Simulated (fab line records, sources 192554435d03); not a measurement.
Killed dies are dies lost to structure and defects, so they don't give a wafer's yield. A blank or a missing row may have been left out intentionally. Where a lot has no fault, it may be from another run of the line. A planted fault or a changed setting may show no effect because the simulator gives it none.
Which tool did it? || flow n5Finfet || 72 wafers from 24 lots sampled at 5 of the route's 1938 steps

WHAT EACH GAUGE READ, for each wafer
N5_MOL_CONTACT_COAG_INSPECT_57: inspects for defects (brightfield). Usual: rawDefectCount 215, standard deviation 66.
{"lot": "L074", "measured": "day 5 02:26", "on": "defectInspect-01", "rawDefectCount": "201 326 217", "flag": ""}
{"lot": "L075", "measured": "day 5 07:20", "on": "defectInspect-02", "rawDefectCount": "233 332 237", "flag": ""}
{"lot": "L076", "measured": "day 5 18:07", "on": "defectInspect-01", "rawDefectCount": "168 208 141", "flag": ""}
{"lot": "L077", "measured": "day 5 19:28", "on": "defectInspect-01", "rawDefectCount": "303 280 345", "flag": ""}
{"lot": "L078", "measured": "day 6 01:28", "on": "defectInspect-02", "rawDefectCount": "326 229 148", "flag": ""}
{"lot": "L079", "measured": "day 6 09:54", "on": "defectInspect-02", "rawDefectCount": "204 184 192", "flag": ""}
{"lot": "L080", "measured": "day 6 16:04", "on": "defectInspect-01", "rawDefectCount": "130 177 167", "flag": ""}
{"lot": "L081", "measured": "day 6 20:32", "on": "defectInspect-01", "rawDefectCount": "160 140 158", "flag": ""}
{"lot": "L082", "measured": "day 7 01:05", "on": "defectInspect-01", "rawDefectCount": "122 205 295", "flag": ""}
{"lot": "L083", "measured": "day 7 07:34", "on": "defectInspect-01", "rawDefectCount": "240 211 206", "flag": ""}
{"lot": "L084", "measured": "day 7 13:19", "on": "defectInspect-02", "rawDefectCount": "213 163 155", "flag": ""}
{"lot": "L085", "measured": "day 7 21:17", "on": "defectInspect-02", "rawDefectCount": "175 266 181", "flag": ""}
{"lot": "L086", "measured": "day 8 01:20", "on": "defectInspect-01", "rawDefectCount": "132 150 101", "flag": ""}
{"lot": "L087", "measured": "day 8 10:14", "on": "defectInspect-02", "rawDefectCount": "213 282 194", "flag": ""}
{"lot": "L088", "measured": "day 8 14:58", "on": "defectInspect-02", "rawDefectCount": "343 173 211", "flag": ""}
{"lot": "L089", "measured": "day 9 03:09", "on": "defectInspect-02", "rawDefectCount": "299 290 237", "flag": ""}
{"lot": "L090", "measured": "day 9 13:14", "on": "defectInspect-02", "rawDefectCount": "267 247 352", "flag": ""}
{"lot": "L091", "measured": "day 9 15:55", "on": "defectInspect-02", "rawDefectCount": "137 231 143", "flag": ""}
{"lot": "L092", "measured": "day 9 16:20", "on": "defectInspect-02", "rawDefectCount": "231 239 229", "flag": ""}
{"lot": "L093", "measured": "day 9 19:42", "on": "defectInspect-02", "rawDefectCount": "206 288 257", "flag": ""}
{"lot": "L094", "measured": "day 10 00:52", "on": "defectInspect-02", "rawDefectCount": "242 167 193", "flag": ""}
{"lot": "L095", "measured": "day 10 09:40", "on": "defectInspect-01", "rawDefectCount": "224 287 255", "flag": ""}
{"lot": "L096", "measured": "day 10 17:32", "on": "defectInspect-02", "rawDefectCount": "385 324 417", "flag": ""}
{"lot": "L097", "measured": "day 10 19:54", "on": "defectInspect-01", "rawDefectCount": "172 130 155", "flag": ""}

N5_MOL_CONTACT_COAG_THK_MEAS_53. Usual: VIA_MOL_THK 43.8 nm, standard deviation 0.57.
{"lot": "L074", "measured": "day 5 06:51", "on": "filmMetro-02", "VIA_MOL_THK (nm)": "43.4 44.1 44.1", "flag": ""}
{"lot": "L075", "measured": "day 5 10:51", "on": "filmMetro-01", "VIA_MOL_THK (nm)": "43.6 43.1 44.6", "flag": ""}
{"lot": "L076", "measured": "day 5 20:59", "on": "filmMetro-02", "VIA_MOL_THK (nm)": "44.3 44.9 43.8", "flag": ""}
{"lot": "L077", "measured": "day 5 22:37", "on": "filmMetro-01", "VIA_MOL_THK (nm)": "42.4 43.9 43.7", "flag": ""}
{"lot": "L078", "measured": "day 6 04:43", "on": "filmMetro-02", "VIA_MOL_THK (nm)": "43.9 44.3 44.0", "flag": ""}
{"lot": "L079", "measured": "day 6 12:55", "on": "filmMetro-02", "VIA_MOL_THK (nm)": "44.2 43.5 44.8", "flag": ""}
{"lot": "L080", "measured": "day 6 19:02", "on": "filmMetro-02", "VIA_MOL_THK (nm)": "43.4 43.8 44.4", "flag": ""}
{"lot": "L081", "measured": "day 6 23:31", "on": "filmMetro-01", "VIA_MOL_THK (nm)": "43.1 43.9 43.4", "flag": ""}
{"lot": "L082", "measured": "day 7 04:34", "on": "filmMetro-02", "VIA_MOL_THK (nm)": "43.6 44.3 44.4", "flag": ""}
{"lot": "L083", "measured": "day 7 10:49", "on": "filmMetro-02", "VIA_MOL_THK (nm)": "44.0 44.0 44.3", "flag": ""}
{"lot": "L084", "measured": "day 7 16:28", "on": "filmMetro-02", "VIA_MOL_THK (nm)": "43.5 43.8 44.5", "flag": ""}
{"lot": "L085", "measured": "day 8 00:08", "on": "filmMetro-02", "VIA_MOL_THK (nm)": "43.7 43.4 44.1", "flag": ""}
{"lot": "L086", "measured": "day 8 04:48", "on": "filmMetro-02", "VIA_MOL_THK (nm)": "43.9 43.7 44.6", "flag": ""}
{"lot": "L087", "measured": "day 8 13:31", "on": "filmMetro-01", "VIA_MOL_THK (nm)": "44.1 45.1 44.7", "flag": ""}
{"lot": "L088", "measured": "day 8 18:29", "on": "filmMetro-02", "VIA_MOL_THK (nm)": "43.7 43.9 43.2", "flag": ""}
{"lot": "L089", "measured": "day 9 07:01", "on": "filmMetro-01", "VIA_MOL_THK (nm)": "44.3 45.0 44.9", "flag": ""}
{"lot": "L090", "measured": "day 9 16:41", "on": "filmMetro-02", "VIA_MOL_THK (nm)": "43.0 43.0 43.3", "flag": ""}
{"lot": "L091", "measured": "day 9 19:06", "on": "filmMetro-02", "VIA_MOL_THK (nm)": "43.2 43.4 43.8", "flag": ""}
{"lot": "L092", "measured": "day 9 19:15", "on": "filmMetro-02", "VIA_MOL_THK (nm)": "43.0 43.2 43.7", "flag": ""}
{"lot": "L093", "measured": "day 9 23:04", "on": "filmMetro-01", "VIA_MOL_THK (nm)": "42.9 44.9 43.5", "flag": ""}
{"lot": "L094", "measured": "day 10 03:46", "on": "filmMetro-01", "VIA_MOL_THK (nm)": "43.7 44.2 44.0", "flag": ""}
{"lot": "L095", "measured": "day 10 13:28", "on": "filmMetro-01", "VIA_MOL_THK (nm)": "43.3 44.4 45.1", "flag": ""}
{"lot": "L096", "measured": "day 10 21:28", "on": "filmMetro-01", "VIA_MOL_THK (nm)": "42.2 43.6 43.6", "flag": ""}
{"lot": "L097", "measured": "day 10 23:58", "on": "filmMetro-02", "VIA_MOL_THK (nm)": "44.0 44.3 43.9", "flag": ""}

TOOL THAT RAN EACH LOT (tool first, then ch and the chambers of the sampled wafers, then the start)
{"lot": "L074", "N5_MOL_CONTACT_COAG_CMP_28": "cmp-01 ch 0,1,2, day 5 00:52", "N5_MOL_CONTACT_COAG_ALD_133": "aldSin-03 ch 1,2,3, day 5 05:25", "N5_MOL_CONTACT_COAG_CMP_52": "cmp-01 ch 0,1, day 5 06:36"}
{"lot": "L075", "N5_MOL_CONTACT_COAG_CMP_28": "cmp-01 ch 0,1,3, day 5 05:48", "N5_MOL_CONTACT_COAG_ALD_133": "aldSin-01 ch 0,2,3, day 5 09:25", "N5_MOL_CONTACT_COAG_CMP_52": "cmp-01 ch 0,1,2, day 5 10:34"}
{"lot": "L076", "N5_MOL_CONTACT_COAG_CMP_28": "cmp-04 ch 0,2,3, day 5 16:55", "N5_MOL_CONTACT_COAG_ALD_133": "aldSin-04 ch 2,3, day 5 19:32", "N5_MOL_CONTACT_COAG_CMP_52": "cmp-04 ch 0,2,3, day 5 20:46"}
{"lot": "L077", "N5_MOL_CONTACT_COAG_CMP_28": "cmp-01 ch 0,1,3, day 5 18:14", "N5_MOL_CONTACT_COAG_ALD_133": "aldSin-03 ch 0,2, day 5 21:04", "N5_MOL_CONTACT_COAG_CMP_52": "cmp-01 ch 0,3, day 5 22:19"}
{"lot": "L078", "N5_MOL_CONTACT_COAG_CMP_28": "cmp-01 ch 1,3, day 6 00:04", "N5_MOL_CONTACT_COAG_ALD_133": "aldSin-01 ch 0,2, day 6 03:05", "N5_MOL_CONTACT_COAG_CMP_52": "cmp-04 ch 0,1,2, day 6 04:29"}
{"lot": "L079", "N5_MOL_CONTACT_COAG_CMP_28": "cmp-02 ch 2,3, day 6 08:32", "N5_MOL_CONTACT_COAG_ALD_133": "aldSin-04 ch 0,1, day 6 11:26", "N5_MOL_CONTACT_COAG_CMP_52": "cmp-04 ch 0,3, day 6 12:40"}
{"lot": "L080", "N5_MOL_CONTACT_COAG_CMP_28": "cmp-02 ch 0,1,3, day 6 14:41", "N5_MOL_CONTACT_COAG_ALD_133": "aldSin-04 ch 0,1,3, day 6 17:37", "N5_MOL_CONTACT_COAG_CMP_52": "cmp-01 ch 0,1,2, day 6 18:45"}
{"lot": "L081", "N5_MOL_CONTACT_COAG_CMP_28": "cmp-04 ch 0,1, day 6 19:16", "N5_MOL_CONTACT_COAG_ALD_133": "aldSin-04 ch 0,1,2, day 6 22:04", "N5_MOL_CONTACT_COAG_CMP_52": "cmp-01 ch 1,2, day 6 23:13"}
{"lot": "L082", "N5_MOL_CONTACT_COAG_CMP_28": "cmp-04 ch 0,1,2, day 6 23:52", "N5_MOL_CONTACT_COAG_ALD_133": "aldSin-03 ch 1,3, day 7 02:52", "N5_MOL_CONTACT_COAG_CMP_52": "cmp-02 ch 0,2,3, day 7 04:18"}
{"lot": "L083", "N5_MOL_CONTACT_COAG_CMP_28": "cmp-01 ch 0,2,3, day 7 06:19", "N5_MOL_CONTACT_COAG_ALD_133": "aldSin-01 ch 0,1,2, day 7 09:22", "N5_MOL_CONTACT_COAG_CMP_52": "cmp-01 ch 2,3, day 7 10:34"}
{"lot": "L084", "N5_MOL_CONTACT_COAG_CMP_28": "cmp-01 ch 0,1,3, day 7 11:55", "N5_MOL_CONTACT_COAG_ALD_133": "aldSin-04 ch 0,1,3, day 7 15:02", "N5_MOL_CONTACT_COAG_CMP_52": "cmp-01 ch 1,2,3, day 7 16:10"}
{"lot": "L085", "N5_MOL_CONTACT_COAG_CMP_28": "cmp-02 ch 1,2,3, day 7 20:01", "N5_MOL_CONTACT_COAG_ALD_133": "aldSin-04 ch 0,1,3, day 7 22:42", "N5_MOL_CONTACT_COAG_CMP_52": "cmp-01 ch 0,2,3, day 7 23:53"}
{"lot": "L086", "N5_MOL_CONTACT_COAG_CMP_28": "cmp-02 ch 0,2,3, day 7 23:56", "N5_MOL_CONTACT_COAG_ALD_133": "aldSin-04 ch 0,2,3, day 8 03:22", "N5_MOL_CONTACT_COAG_CMP_52": "cmp-01 ch 0,1,2, day 8 04:32"}
{"lot": "L087", "N5_MOL_CONTACT_COAG_CMP_28": "cmp-01 ch 0,1, day 8 08:53", "N5_MOL_CONTACT_COAG_ALD_133": "aldSin-04 ch 0,3, day 8 12:01", "N5_MOL_CONTACT_COAG_CMP_52": "cmp-04 ch 0,3, day 8 13:13"}
{"lot": "L088", "N5_MOL_CONTACT_COAG_CMP_28": "cmp-01 ch 0,2,3, day 8 13:16", "N5_MOL_CONTACT_COAG_ALD_133": "aldSin-01 ch 0,1,2, day 8 17:02", "N5_MOL_CONTACT_COAG_CMP_52": "cmp-02 ch 0,1,2, day 8 18:14"}
{"lot": "L089", "N5_MOL_CONTACT_COAG_CMP_28": "cmp-01 ch 0,1, day 9 01:46", "N5_MOL_CONTACT_COAG_ALD_133": "aldSin-01 ch 1,2, day 9 05:35", "N5_MOL_CONTACT_COAG_CMP_52": "cmp-02 ch 0,1, day 9 06:43"}
{"lot": "L090", "N5_MOL_CONTACT_COAG_CMP_28": "cmp-02 ch 0,1,3, day 9 11:32", "N5_MOL_CONTACT_COAG_ALD_133": "aldSin-04 ch 0,1,2, day 9 15:14", "N5_MOL_CONTACT_COAG_CMP_52": "cmp-01 ch 1,3, day 9 16:23"}
{"lot": "L091", "N5_MOL_CONTACT_COAG_CMP_28": "cmp-01 ch 0,1,3, day 9 14:43", "N5_MOL_CONTACT_COAG_ALD_133": "aldSin-03 ch 0,1,2, day 9 17:40", "N5_MOL_CONTACT_COAG_CMP_52": "cmp-04 ch 0,2,3, day 9 18:49"}
{"lot": "L092", "N5_MOL_CONTACT_COAG_CMP_28": "cmp-04 ch 0,2,3, day 9 15:01", "N5_MOL_CONTACT_COAG_ALD_133": "aldSin-01 ch 0,2, day 9 17:48", "N5_MOL_CONTACT_COAG_CMP_52": "cmp-02 ch 0,2,3, day 9 19:02"}
{"lot": "L093", "N5_MOL_CONTACT_COAG_CMP_28": "cmp-01 ch 0,1,2, day 9 18:23", "N5_MOL_CONTACT_COAG_ALD_133": "aldSin-04 ch 1,3, day 9 21:37", "N5_MOL_CONTACT_COAG_CMP_52": "cmp-02 ch 1,2,3, day 9 22:48"}
{"lot": "L094", "N5_MOL_CONTACT_COAG_CMP_28": "cmp-01 ch 0,1,3, day 9 23:37", "N5_MOL_CONTACT_COAG_ALD_133": "aldSin-01 ch 0,1,2, day 10 02:19", "N5_MOL_CONTACT_COAG_CMP_52": "cmp-04 ch 0,1,3, day 10 03:30"}
{"lot": "L095", "N5_MOL_CONTACT_COAG_CMP_28": "cmp-01 ch 2,3, day 10 08:16", "N5_MOL_CONTACT_COAG_ALD_133": "aldSin-03 ch 0,2, day 10 11:40", "N5_MOL_CONTACT_COAG_CMP_52": "cmp-01 ch 0,1,2, day 10 13:15"}
{"lot": "L096", "N5_MOL_CONTACT_COAG_CMP_28": "cmp-04 ch 1,2, day 10 16:09", "N5_MOL_CONTACT_COAG_ALD_133": "aldSin-04 ch 0,3, day 10 19:42", "N5_MOL_CONTACT_COAG_CMP_52": "cmp-01 ch 0,2, day 10 21:13"}
{"lot": "L097", "N5_MOL_CONTACT_COAG_CMP_28": "cmp-02 ch 0,1, day 10 18:38", "N5_MOL_CONTACT_COAG_ALD_133": "aldSin-04 ch 0,1,3, day 10 22:25", "N5_MOL_CONTACT_COAG_CMP_52": "cmp-04 ch 1,2, day 10 23:41"}
- N5_MOL_CONTACT_COAG_CMP_28: polishes, stops on SiNx, t overpolish 0.85 s, target thk 14.522 nm.
- N5_MOL_CONTACT_COAG_ALD_133: deposits SiO2, target thk 5 nm, pulse time 1 s, co reactant pulse time 1 s.
- N5_MOL_CONTACT_COAG_CMP_52: polishes, stops on SiO2, t overpolish 1.5 s, target thk 66.5 nm.

AS READ BY THE TOOLS THEMSELVES (means over the sampled wafers that have a number; for cases with no such wafer, the mark the record gives instead)
N5_MOL_CONTACT_COAG_CMP_28. Usual: motorCurrentA 13.0 A, standard deviation 1.5; slurryFilterDpKPa 13.51 kPa, standard deviation 0.14; slurryFlowMlMin 150.0, standard deviation 0.49; timeToEndpointS 5.7 s, standard deviation 1.9.
{"lot": "L074", "tool": "cmp-01", "motorCurrentA (A)": 14.1, "slurryFilterDpKPa (kPa)": 13.53, "slurryFlowMlMin": 150.3, "timeToEndpointS (s)": 3.9, "flag": ""}
{"lot": "L075", "tool": "cmp-01", "motorCurrentA (A)": 12.2, "slurryFilterDpKPa (kPa)": 13.37, "slurryFlowMlMin": 150.3, "timeToEndpointS (s)": 3.4, "flag": ""}
{"lot": "L076", "tool": "cmp-04", "motorCurrentA (A)": 12.5, "slurryFilterDpKPa (kPa)": 13.57, "slurryFlowMlMin": 149.9, "timeToEndpointS (s)": 5.0, "flag": ""}
{"lot": "L077", "tool": "cmp-01", "motorCurrentA (A)": 12.4, "slurryFilterDpKPa (kPa)": 13.39, "slurryFlowMlMin": 149.6, "timeToEndpointS (s)": 5.5, "flag": ""}
{"lot": "L078", "tool": "cmp-01", "motorCurrentA (A)": 11.9, "slurryFilterDpKPa (kPa)": 13.38, "slurryFlowMlMin": 149.6, "timeToEndpointS (s)": 4.8, "flag": ""}
{"lot": "L079", "tool": "cmp-02", "motorCurrentA (A)": 12.3, "slurryFilterDpKPa (kPa)": 13.44, "slurryFlowMlMin": 149.2, "timeToEndpointS (s)": 2.4, "flag": ""}
{"lot": "L080", "tool": "cmp-02", "motorCurrentA (A)": 13.1, "slurryFilterDpKPa (kPa)": 13.52, "slurryFlowMlMin": 149.4, "timeToEndpointS (s)": 4.0, "flag": ""}
{"lot": "L081", "tool": "cmp-04", "motorCurrentA (A)": 13.2, "slurryFilterDpKPa (kPa)": 13.54, "slurryFlowMlMin": 150.1, "timeToEndpointS (s)": 8.6, "flag": ""}
{"lot": "L082", "tool": "cmp-04", "motorCurrentA (A)": 13.1, "slurryFilterDpKPa (kPa)": 13.59, "slurryFlowMlMin": 149.7, "timeToEndpointS (s)": 4.7, "flag": ""}
{"lot": "L083", "tool": "cmp-01", "motorCurrentA (A)": 14.0, "slurryFilterDpKPa (kPa)": 13.44, "slurryFlowMlMin": 149.9, "timeToEndpointS (s)": 7.2, "flag": ""}
{"lot": "L084", "tool": "cmp-01", "motorCurrentA (A)": 12.8, "slurryFilterDpKPa (kPa)": 13.64, "slurryFlowMlMin": 149.9, "timeToEndpointS (s)": 6.1, "flag": ""}
{"lot": "L085", "tool": "cmp-02", "motorCurrentA (A)": 13.0, "slurryFilterDpKPa (kPa)": 13.57, "slurryFlowMlMin": 150.0, "timeToEndpointS (s)": 4.5, "flag": ""}
{"lot": "L086", "tool": "cmp-02", "motorCurrentA (A)": 12.0, "slurryFilterDpKPa (kPa)": 13.58, "slurryFlowMlMin": 149.8, "timeToEndpointS (s)": 4.6, "flag": ""}
{"lot": "L087", "tool": "cmp-01", "motorCurrentA (A)": 12.7, "slurryFilterDpKPa (kPa)": 13.46, "slurryFlowMlMin": 150.2, "timeToEndpointS (s)": 4.8, "flag": ""}
{"lot": "L088", "tool": "cmp-01", "motorCurrentA (A)": 13.8, "slurryFilterDpKPa (kPa)": 13.58, "slurryFlowMlMin": 150.5, "timeToEndpointS (s)": 6.4, "flag": ""}
{"lot": "L089", "tool": "cmp-01", "motorCurrentA (A)": 12.8, "slurryFilterDpKPa (kPa)": 13.46, "slurryFlowMlMin": 149.7, "timeToEndpointS (s)": 5.4, "flag": ""}
{"lot": "L090", "tool": "cmp-02", "motorCurrentA (A)": 13.2, "slurryFilterDpKPa (kPa)": 13.64, "slurryFlowMlMin": 149.7, "timeToEndpointS (s)": 7.6, "flag": ""}
{"lot": "L091", "tool": "cmp-01", "motorCurrentA (A)": 12.5, "slurryFilterDpKPa (kPa)": 13.67, "slurryFlowMlMin": 150.0, "timeToEndpointS (s)": 9.6, "flag": ""}
{"lot": "L092", "tool": "cmp-04", "motorCurrentA (A)": 12.7, "slurryFilterDpKPa (kPa)": 13.45, "slurryFlowMlMin": 150.5, "timeToEndpointS (s)": 4.9, "flag": ""}
{"lot": "L093", "tool": "cmp-01", "motorCurrentA (A)": 14.4, "slurryFilterDpKPa (kPa)": 13.63, "slurryFlowMlMin": 150.3, "timeToEndpointS (s)": 7.3, "flag": ""}
{"lot": "L094", "tool": "cmp-01", "motorCurrentA (A)": 12.6, "slurryFilterDpKPa (kPa)": 13.61, "slurryFlowMlMin": 149.9, "timeToEndpointS (s)": 5.7, "flag": ""}
{"lot": "L095", "tool": "cmp-01", "motorCurrentA (A)": 12.9, "slurryFilterDpKPa (kPa)": 13.58, "slurryFlowMlMin": 150.7, "timeToEndpointS (s)": 6.8, "flag": ""}
{"lot": "L096", "tool": "cmp-04", "motorCurrentA (A)": 12.9, "slurryFilterDpKPa (kPa)": 13.44, "slurryFlowMlMin": 150.3, "timeToEndpointS (s)": 7.2, "flag": ""}
{"lot": "L097", "tool": "cmp-02", "motorCurrentA (A)": 13.2, "slurryFilterDpKPa (kPa)": 13.57, "slurryFlowMlMin": 149.7, "timeToEndpointS (s)": 5.1, "flag": ""}

N5_MOL_CONTACT_COAG_ALD_133. Usual: chamberPressureTorr 2.000 Torr, standard deviation 0.0048; heaterPowerW 78 W, standard deviation 8; precursorPulseHeightRel 1.001, standard deviation 0.021.
{"lot": "L074", "tool": "aldSin-03", "chamberPressureTorr (Torr)": 2.003, "heaterPowerW (W)": 72, "precursorPulseHeightRel": 0.983, "flag": ""}
{"lot": "L075", "tool": "aldSin-01", "chamberPressureTorr (Torr)": 2.003, "heaterPowerW (W)": 83, "precursorPulseHeightRel": 0.992, "flag": ""}
{"lot": "L076", "tool": "aldSin-04", "chamberPressureTorr (Torr)": 2.003, "heaterPowerW (W)": 74, "precursorPulseHeightRel": 1.003, "flag": ""}
{"lot": "L077", "tool": "aldSin-03", "chamberPressureTorr (Torr)": 2.004, "heaterPowerW (W)": 77, "precursorPulseHeightRel": 1.009, "flag": ""}
{"lot": "L078", "tool": "aldSin-01", "chamberPressureTorr (Torr)": 1.999, "heaterPowerW (W)": 82, "precursorPulseHeightRel": 1.007, "flag": ""}
{"lot": "L079", "tool": "aldSin-04", "chamberPressureTorr (Torr)": 1.994, "heaterPowerW (W)": 80, "precursorPulseHeightRel": 1.002, "flag": ""}
{"lot": "L080", "tool": "aldSin-04", "chamberPressureTorr (Torr)": 1.999, "heaterPowerW (W)": 77, "precursorPulseHeightRel": 1.003, "flag": ""}
{"lot": "L081", "tool": "aldSin-04", "chamberPressureTorr (Torr)": 2.000, "heaterPowerW (W)": 82, "precursorPulseHeightRel": 1.004, "flag": ""}
{"lot": "L082", "tool": "aldSin-03", "chamberPressureTorr (Torr)": 1.999, "heaterPowerW (W)": 72, "precursorPulseHeightRel": 1.009, "flag": ""}
{"lot": "L083", "tool": "aldSin-01", "chamberPressureTorr (Torr)": 1.998, "heaterPowerW (W)": 80, "precursorPulseHeightRel": 1.008, "flag": ""}
{"lot": "L084", "tool": "aldSin-04", "chamberPressureTorr (Torr)": 2.005, "heaterPowerW (W)": 77, "precursorPulseHeightRel": 1.009, "flag": ""}
{"lot": "L085", "tool": "aldSin-04", "chamberPressureTorr (Torr)": 1.997, "heaterPowerW (W)": 77, "precursorPulseHeightRel": 0.996, "flag": ""}
{"lot": "L086", "tool": "aldSin-04", "chamberPressureTorr (Torr)": 2.001, "heaterPowerW (W)": 78, "precursorPulseHeightRel": 1.013, "flag": ""}
{"lot": "L087", "tool": "aldSin-04", "chamberPressureTorr (Torr)": 1.996, "heaterPowerW (W)": 74, "precursorPulseHeightRel": 1.009, "flag": ""}
{"lot": "L088", "tool": "aldSin-01", "chamberPressureTorr (Torr)": 2.002, "heaterPowerW (W)": 81, "precursorPulseHeightRel": 1.007, "flag": ""}
{"lot": "L089", "tool": "aldSin-01", "chamberPressureTorr (Torr)": 2.001, "heaterPowerW (W)": 77, "precursorPulseHeightRel": 1.016, "flag": ""}
{"lot": "L090", "tool": "aldSin-04", "chamberPressureTorr (Torr)": 2.001, "heaterPowerW (W)": 83, "precursorPulseHeightRel": 1.005, "flag": ""}
{"lot": "L091", "tool": "aldSin-03", "chamberPressureTorr (Torr)": 2.000, "heaterPowerW (W)": 74, "precursorPulseHeightRel": 0.987, "flag": ""}
{"lot": "L092", "tool": "aldSin-01", "chamberPressureTorr (Torr)": 2.003, "heaterPowerW (W)": 84, "precursorPulseHeightRel": 0.993, "flag": ""}
{"lot": "L093", "tool": "aldSin-04", "chamberPressureTorr (Torr)": 1.999, "heaterPowerW (W)": 72, "precursorPulseHeightRel": 1.012, "flag": ""}
{"lot": "L094", "tool": "aldSin-01", "chamberPressureTorr (Torr)": 2.000, "heaterPowerW (W)": 80, "precursorPulseHeightRel": 1.001, "flag": ""}
{"lot": "L095", "tool": "aldSin-03", "chamberPressureTorr (Torr)": 2.006, "heaterPowerW (W)": 74, "precursorPulseHeightRel": 1.000, "flag": ""}
{"lot": "L096", "tool": "aldSin-04", "chamberPressureTorr (Torr)": 2.001, "heaterPowerW (W)": 82, "precursorPulseHeightRel": 1.014, "flag": ""}
{"lot": "L097", "tool": "aldSin-04", "chamberPressureTorr (Torr)": 1.996, "heaterPowerW (W)": 78, "precursorPulseHeightRel": 0.994, "flag": ""}

N5_MOL_CONTACT_COAG_CMP_52. Usual: motorCurrentA 12.6 A, standard deviation 1.4; overpolishRunS 1.500 s, standard deviation 0.0094; slurryFilterDpKPa 13.52 kPa, standard deviation 0.14; slurryFlowMlMin 150.0, standard deviation 0.44; timeToEndpointS 13.7 s, standard deviation 1.8.
{"lot": "L074", "tool": "cmp-01", "motorCurrentA (A)": 12.6, "overpolishRunS (s)": 1.497, "slurryFilterDpKPa (kPa)": 13.42, "slurryFlowMlMin": 150.0, "timeToEndpointS (s)": 11.8, "flag": ""}
{"lot": "L075", "tool": "cmp-01", "motorCurrentA (A)": 14.0, "overpolishRunS (s)": 1.498, "slurryFilterDpKPa (kPa)": 13.53, "slurryFlowMlMin": 149.8, "timeToEndpointS (s)": 12.6, "flag": ""}
{"lot": "L076", "tool": "cmp-04", "motorCurrentA (A)": 12.1, "overpolishRunS (s)": 1.499, "slurryFilterDpKPa (kPa)": 13.55, "slurryFlowMlMin": 149.7, "timeToEndpointS (s)": 12.4, "flag": ""}
{"lot": "L077", "tool": "cmp-01", "motorCurrentA (A)": 12.8, "overpolishRunS (s)": 1.506, "slurryFilterDpKPa (kPa)": 13.34, "slurryFlowMlMin": 150.6, "timeToEndpointS (s)": 14.0, "flag": ""}
{"lot": "L078", "tool": "cmp-04", "motorCurrentA (A)": 12.7, "overpolishRunS (s)": 1.494, "slurryFilterDpKPa (kPa)": 13.44, "slurryFlowMlMin": 150.1, "timeToEndpointS (s)": 12.6, "flag": ""}
{"lot": "L079", "tool": "cmp-04", "motorCurrentA (A)": 11.5, "overpolishRunS (s)": 1.501, "slurryFilterDpKPa (kPa)": 13.60, "slurryFlowMlMin": 150.1, "timeToEndpointS (s)": 13.6, "flag": ""}
{"lot": "L080", "tool": "cmp-01", "motorCurrentA (A)": 13.7, "overpolishRunS (s)": 1.509, "slurryFilterDpKPa (kPa)": 13.51, "slurryFlowMlMin": 150.2, "timeToEndpointS (s)": 14.9, "flag": ""}
{"lot": "L081", "tool": "cmp-01", "motorCurrentA (A)": 13.1, "overpolishRunS (s)": 1.496, "slurryFilterDpKPa (kPa)": 13.60, "slurryFlowMlMin": 150.4, "timeToEndpointS (s)": 12.1, "flag": ""}
{"lot": "L082", "tool": "cmp-02", "motorCurrentA (A)": 11.5, "overpolishRunS (s)": 1.504, "slurryFilterDpKPa (kPa)": 13.44, "slurryFlowMlMin": 150.0, "timeToEndpointS (s)": 11.5, "flag": ""}
{"lot": "L083", "tool": "cmp-01", "motorCurrentA (A)": 13.6, "overpolishRunS (s)": 1.500, "slurryFilterDpKPa (kPa)": 13.40, "slurryFlowMlMin": 150.1, "timeToEndpointS (s)": 15.4, "flag": ""}
{"lot": "L084", "tool": "cmp-01", "motorCurrentA (A)": 12.5, "overpolishRunS (s)": 1.494, "slurryFilterDpKPa (kPa)": 13.47, "slurryFlowMlMin": 150.2, "timeToEndpointS (s)": 13.6, "flag": ""}
{"lot": "L085", "tool": "cmp-01", "motorCurrentA (A)": 13.6, "overpolishRunS (s)": 1.505, "slurryFilterDpKPa (kPa)": 13.51, "slurryFlowMlMin": 149.7, "timeToEndpointS (s)": 16.4, "flag": ""}
{"lot": "L086", "tool": "cmp-01", "motorCurrentA (A)": 13.1, "overpolishRunS (s)": 1.497, "slurryFilterDpKPa (kPa)": 13.68, "slurryFlowMlMin": 149.9, "timeToEndpointS (s)": 16.1, "flag": ""}
{"lot": "L087", "tool": "cmp-04", "motorCurrentA (A)": 11.8, "overpolishRunS (s)": 1.499, "slurryFilterDpKPa (kPa)": 13.42, "slurryFlowMlMin": 150.3, "timeToEndpointS (s)": 11.6, "flag": ""}
{"lot": "L088", "tool": "cmp-02", "motorCurrentA (A)": 11.6, "overpolishRunS (s)": 1.503, "slurryFilterDpKPa (kPa)": 13.54, "slurryFlowMlMin": 149.8, "timeToEndpointS (s)": 14.3, "flag": ""}
{"lot": "L089", "tool": "cmp-02", "motorCurrentA (A)": 12.9, "overpolishRunS (s)": 1.498, "slurryFilterDpKPa (kPa)": 13.51, "slurryFlowMlMin": 149.9, "timeToEndpointS (s)": 10.8, "flag": ""}
{"lot": "L090", "tool": "cmp-01", "motorCurrentA (A)": 11.7, "overpolishRunS (s)": 1.499, "slurryFilterDpKPa (kPa)": 13.56, "slurryFlowMlMin": 149.6, "timeToEndpointS (s)": 16.2, "flag": ""}
{"lot": "L091", "tool": "cmp-04", "motorCurrentA (A)": 12.2, "overpolishRunS (s)": 1.505, "slurryFilterDpKPa (kPa)": 13.37, "slurryFlowMlMin": 149.6, "timeToEndpointS (s)": 15.3, "flag": ""}
{"lot": "L092", "tool": "cmp-02", "motorCurrentA (A)": 11.4, "overpolishRunS (s)": 1.501, "slurryFilterDpKPa (kPa)": 13.58, "slurryFlowMlMin": 150.3, "timeToEndpointS (s)": 12.5, "flag": ""}
{"lot": "L093", "tool": "cmp-02", "motorCurrentA (A)": 12.1, "overpolishRunS (s)": 1.505, "slurryFilterDpKPa (kPa)": 13.52, "slurryFlowMlMin": 149.9, "timeToEndpointS (s)": 13.2, "flag": ""}
{"lot": "L094", "tool": "cmp-04", "motorCurrentA (A)": 12.0, "overpolishRunS (s)": 1.505, "slurryFilterDpKPa (kPa)": 13.56, "slurryFlowMlMin": 150.0, "timeToEndpointS (s)": 14.7, "flag": ""}
{"lot": "L095", "tool": "cmp-01", "motorCurrentA (A)": 13.3, "overpolishRunS (s)": 1.490, "slurryFilterDpKPa (kPa)": 13.47, "slurryFlowMlMin": 149.9, "timeToEndpointS (s)": 13.7, "flag": ""}
{"lot": "L096", "tool": "cmp-01", "motorCurrentA (A)": 14.4, "overpolishRunS (s)": 1.503, "slurryFilterDpKPa (kPa)": 13.40, "slurryFlowMlMin": 150.5, "timeToEndpointS (s)": 14.3, "flag": ""}
{"lot": "L097", "tool": "cmp-04", "motorCurrentA (A)": 13.0, "overpolishRunS (s)": 1.515, "slurryFilterDpKPa (kPa)": 13.56, "slurryFlowMlMin": 150.2, "timeToEndpointS (s)": 14.0, "flag": ""}

THE ANSWER, worked out from the rows above alone
Rule: take the mean of a lot's wafers that have a number; if it is more than 3 standard deviations from the usual mean, the lot is off. Also off: a lot with no number at a reading for which 4 or more lots have one. All remaining lots with rows at the step are treated as sound. After the gauges, taken in route order, come the tools' own readings; for these a lot's mean is taken, as printed above. At the first step where some lot is off, the reading lying furthest off is the one used; lots without a number count as furthest.
None of the lots is off at any reading shown; this tells nothing.

WHAT WAS PUT IN BY THE SIMULATOR
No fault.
